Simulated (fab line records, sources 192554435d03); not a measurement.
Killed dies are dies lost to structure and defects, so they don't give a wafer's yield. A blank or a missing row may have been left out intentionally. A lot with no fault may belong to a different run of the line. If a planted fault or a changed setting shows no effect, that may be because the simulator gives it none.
Which of the tools did it? || flow n5-finfet || 11 lots, 33 wafers sampled, at 1 step of a route of 1938

== WHAT EACH GAUGE READ, for each wafer ==
N5_BEOL_M9_CD_MEAS_11: the cd target is 64.1 nm.
{"lot": "L728", "measured": "day 11 11:23", "on": "cd-sem-03", "cd-nm (nm)": "64.7 65.2 64.0"}
{"lot": "L730", "measured": "day 11 16:35", "on": "cd-sem-01", "cd-nm (nm)": "64.2 64.0 64.5"}
{"lot": "L729", "measured": "day 11 16:46", "on": "cd-sem-02", "cd-nm (nm)": "63.9 62.7 63.5"}
{"lot": "L732", "measured": "day 12 20:46", "on": "cd-sem-03", "cd-nm (nm)": "64.5 65.6 64.0"}
{"lot": "L733", "measured": "day 13 06:05", "on": "cd-sem-01", "cd-nm (nm)": "64.0 64.8 64.7"}
{"lot": "L743", "measured": "day 14 17:05", "on": "cd-sem-03", "cd-nm (nm)": "64.7 64.6 65.7"}
{"lot": "L742", "measured": "day 14 22:41", "on": "cd-sem-03", "cd-nm (nm)": "62.7 63.6 63.9"}
{"lot": "L744", "measured": "day 15 04:53", "on": "cd-sem-01", "cd-nm (nm)": "63.5 64.0 64.3"}
{"lot": "L746", "measured": "day 15 18:34", "on": "cd-sem-03", "cd-nm (nm)": "63.8 63.1 63.3"}
{"lot": "L747", "measured": "day 16 11:47", "on": "cd-sem-03", "cd-nm (nm)": "63.1 63.9 62.9"}
{"lot": "L748", "measured": "day 16 17:38", "on": "cd-sem-03", "cd-nm (nm)": "65.6 65.0 65.0"}

== EACH LOT AND THE TOOL THAT RAN IT (in order: tool; ch and the chambers of the sampled wafers; start) ==
Record: no process step prior to these readings.

== AS READ BY THE TOOLS THEMSELVES (means over the sampled wafers that have a number; for cases with no such wafer, the mark the record gives instead) ==
The record holds no such reading with a usual standard deviation.

== THE ANSWER, worked out from the rows above alone ==
Rule: the usual values come from the lots themselves. The widest of any qualifying gaps counts: lots, ordered by their means at a reading, are off when they make up no more than a third of the lots, leave a main group of 4 or more, and stand apart from it by 3 or more times the standard deviation of that group's means. If all means in a main group match to the digits the tables above print for the reading, that group is not used. A lot without any number at a reading at which 4 lots or more have one is off too. The other lots that the step has rows for count as sound. After the gauges, taken in route order, come the tools' own readings; for these a lot's mean is taken, as printed above. The first step at which some lot is off is used, and at that step the reading that is off furthest; a lot without a number counts as furthest.
None of the lots is off at any reading shown; this tells nothing.

== WHAT THE SIMULATOR HAD INSERTED ==
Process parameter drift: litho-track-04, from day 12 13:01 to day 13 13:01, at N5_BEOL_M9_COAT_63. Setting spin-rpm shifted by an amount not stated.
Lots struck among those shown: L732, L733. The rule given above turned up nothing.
